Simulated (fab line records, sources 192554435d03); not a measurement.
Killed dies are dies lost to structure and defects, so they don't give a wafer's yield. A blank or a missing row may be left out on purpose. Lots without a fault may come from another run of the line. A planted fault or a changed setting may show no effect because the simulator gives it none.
fab line records | flow n5_finfet
record lots=11 wafers=32 last_day=18
route steps=1938 shown BEOL_M10@1506 PASSIVATION@1936
lots that met no fault: from a run of the same line without faults
start_h: hours from the record's first day to the start of the lot's first wafer shown | wait_h: hours since the lot's step before | " the same as in the row above | L1.1+2: a row that stands for several wafers | - no value, or no start given | * or withheld: withheld | < > ~ a bound
route shown NAME@n: a module of which the file shows steps, and the number in the route of the first | usual: mean/standard deviation of fault-free wafers | same: alike in all rows | chamber/n: place in a boat | sites: the reading at each site | _std_site: their standard deviation | _edge_site: outer sites' mean less inner sites' | radius_mm: how far each site lies from the wafer's centre | mask NAME#n: copy n | behind: the tool/chamber that last shaped the wafer | hold: why the lot was held/for how many hours/how that ended | device: the transistor (n, p or np) that didn't switch | end of line: the same wafers' tests at the end of the route | a step without rows: its recipe alone | killed: dies lost to structure and defects at the first sort, not the wafer's yield | map: a wafer's dies, x killed, . not, _ none there
set.NAME: the setting as run; set.NAME@STEP: as run at that earlier step | model.NAME: the simulator's own value behind a step, which no gauge read
steps of the route over a sample of lots; a table a step, a row a wafer
services: from which hour (start_h, from the record's first day; less than 0 if before it) a tool's chamber was out of use, for how many hours, and why
## steps
# step N5_BEOL_M10_ETCH_65
# recipe chemistry=CF4 target=SiARC target_depth_a=390 mask_material=CAR-ArF time_s=65 ion_energy_ev=80 pressure_mtorr=40 source_w=545 bias_w=36 Ar_flow_sccm=100 cf4_flow_sccm=100 ends=cleared
# usual drypump_motor_current_A=5.6/0.42 etch_rf_on_time_s=64.1/1.7 oes_product_au=0.70/0.067 rf_vpp_V=184.0/1.3 showerhead_plenum_p_Torr=2.13/0.065 throttle_valve_pct=15.50/0.14
# columns lot.wafer tool chamber start_h wait_h drypump_motor_current_A etch_rf_on_time_s oes_product_au rf_hours_counter_h rf_vpp_V showerhead_plenum_p_Torr throttle_valve_pct
L306.1 rie_diel-01 0 214.92 0.0 5.2 64.8 0.70 88 186.1 2.24 15.49
L306.3 " 1 " " 5.3 62.3 0.60 255 184.1 2.10 15.97
L306.4 " 1 " " 5.3 62.5 0.60 - 183.4 2.10 15.97
L307.1 rie_diel-01 3 230.10 0.0 6.2 62.5 0.86 2 183.1 2.10 15.18
L307.4 " 3 " " 6.1 62.3 0.87 - 183.8 2.10 15.20
L307.6 " 0 " " 5.2 64.7 0.68 - 186.8 2.23 15.52
L309.3 rie_diel-01 2 233.74 0.0 5.6 64.5 0.72 77 183.1 2.08 15.42
L309.5 " 3 " " 6.2 63.1 0.85 - 181.6 2.10 15.18
L309.6 " 2 " " 5.6 65.3 0.72 - 182.6 2.08 15.43
L308.4 rie_diel-04 3 252.14 0.0 5.1 65.9 0.68 113 180.8 2.06 15.65
L308.5 " 1 " " 5.9 63.4 0.78 - 183.7 2.19 15.44
L308.6 " 2 " " 6.0 66.0 0.59 - 182.8 2.13 15.52
L311.2 rie_diel-06 0 268.48 0.0 5.2 65.4 0.59 235 184.5 2.20 15.54
L311.4 " 2 " " 5.8 60.2 0.73 92 184.4 2.16 15.52
L311.5 " 2 " " 5.8 60.2 0.72 - 184.4 2.16 15.54
L314.1 rie_diel-01 2 286.19 0.0 5.6 64.5 0.70 95 182.7 2.07 15.46
L314.5 " 0 " " 5.2 65.0 0.66 - 184.6 2.23 15.54
L323.3 rie_diel-01 3 337.68 0.0 6.2 63.5 0.77 41 183.1 2.09 15.28
L323.4 " 0 " " 5.2 65.0 0.65 - 185.2 2.22 15.59
L323.6 " 3 " " 6.1 64.2 0.76 - 183.1 2.09 15.27
L325.2 rie_diel-04 2 346.20 0.0 6.0 67.8 0.57 247 183.5 2.11 15.56
L325.5 " 2 " " 6.0 66.8 0.57 - 183.2 2.11 15.58
L325.6 " 1 " " 5.8 63.9 0.73 - 184.6 2.18 15.50
L326.2 rie_diel-04 0 351.00 0.0 6.0 64.8 0.64 179 182.5 2.06 15.55
L326.4 " 3 " " 5.2 66.8 0.65 146 184.0 2.05 15.71
L326.5 " 2 " " 6.0 66.7 0.58 - 183.2 2.11 15.58
L327.1 rie_diel-01 2 363.95 0.0 5.6 63.8 0.68 121 181.8 2.06 15.50
L327.2 " 0 " " 5.2 63.6 0.65 144 184.3 2.22 15.60
L327.3 " 3 " " 6.1 62.4 0.76 50 185.1 2.08 15.30
L328.3 rie_diel-01 2 368.42 0.0 5.5 65.3 0.67 123 184.3 2.06 15.51
L328.5 " 0 " " 5.2 63.9 0.65 - 185.7 2.22 15.62
L328.6 " 1 " " 5.3 64.2 0.73 - 183.0 2.08 15.56
# step N5_BEOL_M10_SURFACE_TREAT_76
# recipe gas=Ar time_s=* ion_energy_ev=* ion_current_ma_cm2=0.5 pressure_mtorr=* ar_flow_sccm=30
# usual throttle_valve_pct=*
# columns lot.wafer tool chamber start_h wait_h throttle_valve_pct
L306.1 pvd_sputter-03 - 216.51 0.2 *
L306.3 " - " " *
L306.4 " - " " *
L307.1 pvd_sputter-03 - 231.69 0.2 *
L307.4 " - " " *
L307.6 " - " " *
L309.3 pvd_sputter-01 - 236.90 1.6 *
L309.5 " - " " *
L309.6 " - " " *
L308.4 pvd_sputter-02 - 254.07 0.2 *
L308.5 " - " " *
L308.6 " - " " *
L311.2 pvd_sputter-03 - 270.31 0.2 *
L311.4 " - " " *
L311.5 " - " " *
L314.1 pvd_sputter-03 - 288.30 0.5 *
L314.5 " - " " *
L323.3 pvd_sputter-03 - 339.26 0.2 *
L323.4 " - " " *
L323.6 " - " " *
L325.2 pvd_sputter-03 - 349.17 1.1 *
L325.5 " - " " *
L325.6 " - " " *
L326.2 pvd_sputter-03 - 352.55 0.2 *
L326.4 " - " " *
L326.5 " - " " *
L327.1 pvd_sputter-03 - 366.19 0.2 *
L327.2 " - " " *
L327.3 " - " " *
L328.3 pvd_sputter-02 - 370.13 0.2 *
L328.5 " - " " *
L328.6 " - " " *
# step N5_BEOL_M10_CVD_75
# recipe material=Co target_thk_a=20 temp_c=withheld precursor=CCTBA/H2 pressure_torr=30 time_s=138.9
# usual run_length_s=161.5/0.4
# columns lot.wafer tool chamber start_h wait_h run_length_s
L306.1 cvd_co-02 1 216.57 0.0 161.4
L306.3 " 2 " " 161.5
L306.4 " 0 " " 161.4
L307.1 cvd_co-01 0 231.75 0.0 161.3
L307.4 " 0 " " 160.9
L307.6 " 2 " " 161.8
L309.3 cvd_co-01 0 236.96 0.0 160.9
L309.5 " 1 " " 161.9
L309.6 " 0 " " 161.8
L308.4 cvd_co-02 0 254.31 0.2 161.1
L308.5 " 1 " " 161.5
L308.6 " 2 " " 161.3
L311.2 cvd_co-01 0 270.44 0.1 160.8
L311.4 " 1 " " 161.6
L311.5 " 2 " " 162.3
L314.1 cvd_co-02 0 288.40 0.1 161.4
L314.5 " 0 " " 122.0
L323.3 cvd_co-01 2 339.39 0.1 161.8
L323.4 " 0 " " 161.4
L323.6 " 2 " " 161.9
L325.2 cvd_co-02 0 349.25 0.1 161.3
L325.5 " 2 " " 161.0
L325.6 " 1 " " 162.1
L326.2 cvd_co-01 2 352.65 0.1 161.7
L326.4 " 2 " " 162.0
L326.5 " 2 " " 161.5
L327.1 cvd_co-02 1 366.26 0.0 161.7
L327.2 " 2 " " 161.0
L327.3 " 0 " " 162.0
L328.3 cvd_co-01 0 370.19 0.0 161.7
L328.5 " 0 " " 161.3
L328.6 " 2 " " 161.8
# step N5_BEOL_M10_INSPECT_58
# recipe inspect_instrument=darkfield mode=post_dep
# usual raw_defect_count=71/19
# columns lot.wafer tool chamber start_h wait_h raw_defect_count
L306.1 defect_inspect-02 - 217.70 0.0 44
L306.3 " - " " 48
L306.4 " - " " 81
L307.1 defect_inspect-02 - 232.93 0.0 87
L307.4 " - " " 58
L307.6 " - " " 71
L309.3 defect_inspect-01 - 238.16 0.0 37
L309.5 " - " " 45
L309.6 " - " " 71
L308.4 defect_inspect-01 - 255.97 0.0 89
L308.5 " - " " 80
L308.6 " - " " 86
L311.2 defect_inspect-02 - 271.70 0.0 44
L311.4 " - " " 58
L311.5 " - " " 85
L314.1 defect_inspect-01 - 289.54 0.0 61
L314.5 " - " " 73
L323.3 defect_inspect-02 - 340.71 0.0 73
L323.4 " - " " 59
L323.6 " - " " 80
L325.2 defect_inspect-01 - 350.65 0.0 135
L325.5 " - " " 95
L325.6 " - " " 109
L326.2 defect_inspect-01 - 354.11 0.0 74
L326.4 " - " " 66
L326.5 " - " " 67
L327.1 defect_inspect-02 - 367.66 0.0 89
L327.2 " - " " 64
L327.3 " - " " 66
L328.3 defect_inspect-02 - 371.46 0.0 58
L328.5 " - " " 43
L328.6 " - " " 61
# step N5_PASSIVATION_PROBE_49
# usual defect_limited_yield=91.1/1.4 killed_at_M0_to_M3=34/9.7 killed_at_M4_up=13/5.1 killed_at_contacts=14/6.3 killed_at_front_end=40/11 killed_at_other=3.5/2.7 killed_dies=105/16 killed_open=70/12 killed_short=34/7.8 sort_bin_4_leakage=0.02/0.13 sort_bin_5_function=5.2/0.88 sort_bin_6_memory=3.3/0.7 sort_n_pass=1074/17 sort_yield_pct=91.0/1.5
# same gross_dies=1180 killed_at_back_side=0 sort_bin_8_speed[%]=0
# columns lot.wafer tool chamber start_h wait_h defect_limited_yield[%] killed_at_M0_to_M3 killed_at_M4_up killed_at_contacts killed_at_front_end killed_at_other killed_dies killed_open killed_short sort_bin_4_leakage[%] sort_bin_5_function[%] sort_bin_6_memory[%] sort_n_pass sort_yield_pct[%]
L314.5 prober-02 - 339.24 0.2 91.3 22 9 9 60 3 103 67 36 0 5.3 3.3 1077 91.3
L323.3 prober-01 - 386.96 0.1 90.3 28 6 21 51 8 114 76 30 0 5.9 3.1 1066 90.3
# killed by level:class
L314.5 STI_FIN_REVEAL:geometric_particle:open=18 BEOL_M0_SAQP:geometric_particle:short=8 MOL_CONTACT_COAG:geometric_particle:open=7 FIN_SAQP:geometric_particle:open=6 BEOL_M0_SAQP:geometric_particle:open=6 GATE_CUT:geometric_particle:short=5 BEOL_M3:geometric_particle:open=5 STARTING-WAFER:geometric_particle:short=5
L323.3 MOL_CONTACT_COAG:geometric_particle:open=18 STI_FIN_REVEAL:geometric_particle:open=15 BEOL_M2:geometric_particle:open=8 BEOL_M3:geometric_particle:open=7 STARTING-WAFER:geometric_particle:short=6 FIN_SAQP:geometric_particle:open=5 BEOL_M0_SAQP:geometric_particle:short=5 STARTING-WAFER:geometric_particle:open=5
## services
# columns tool chamber start_h hours kind
rie_diel-04 1 195.45 - clean
rie_diel-04 1 195.45 - consumable_replace:focus_ring
rie_diel-04 1 195.45 17.4 scheduled_down
rie_diel-04 1 195.45 17.4 vent_cycle
rie_diel-01 3 205.59 - clean
rie_diel-01 3 205.59 - consumable_replace:focus_ring
rie_diel-01 3 205.59 19.6 scheduled_down
rie_diel-01 3 205.59 19.6 vent_cycle
rie_diel-06 - 221.57 2.8 pm
rie_diel-01 1 225.32 - clean
rie_diel-01 1 225.32 - consumable_replace:focus_ring
rie_diel-01 1 225.32 22.4 scheduled_down
rie_diel-01 1 225.32 22.4 vent_cycle
rie_diel-06 - 256.88 0.1 repair
rie_diel-01 - 284.58 0.4 repair
cvd_co-01 0 289.13 11.4 repair
cvd_co-02 0 302.69 25.2 repair
cvd_co-01 1 333.33 - clean
cvd_co-01 1 333.33 22.0 scheduled_down
cvd_co-01 1 333.33 22.0 vent_cycle
rie_diel-01 2 337.34 4.5 repair
pvd_sputter-01 - 350.73 6.6 repair
rie_diel-04 2 353.14 - clean
rie_diel-04 2 353.14 - consumable_replace:focus_ring
## key
first_sign step=N5_BEOL_M10_CVD_75 reading=run_length_s direction=down sigmas=98 usual=* struck=*
effect none on later readings
met_at N5_BEOL_M10_CVD_75
struck_lots L314
struck_wafers L314.5
not_acting_at N5_BEOL_M10_ETCH_65,N5_BEOL_M10_SURFACE_TREAT_76,N5_BEOL_M10_INSPECT_58
onset_between 254.31 288.40
fault kind=process_parameter_drift tool=cvd_co-02 chamber=- onset_h=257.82 steps=N5_BEOL_M10_CVD_75 channel=time_s offset=* shape=step end_h=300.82 scope=struck_wafers_only acts_in=* stated=*
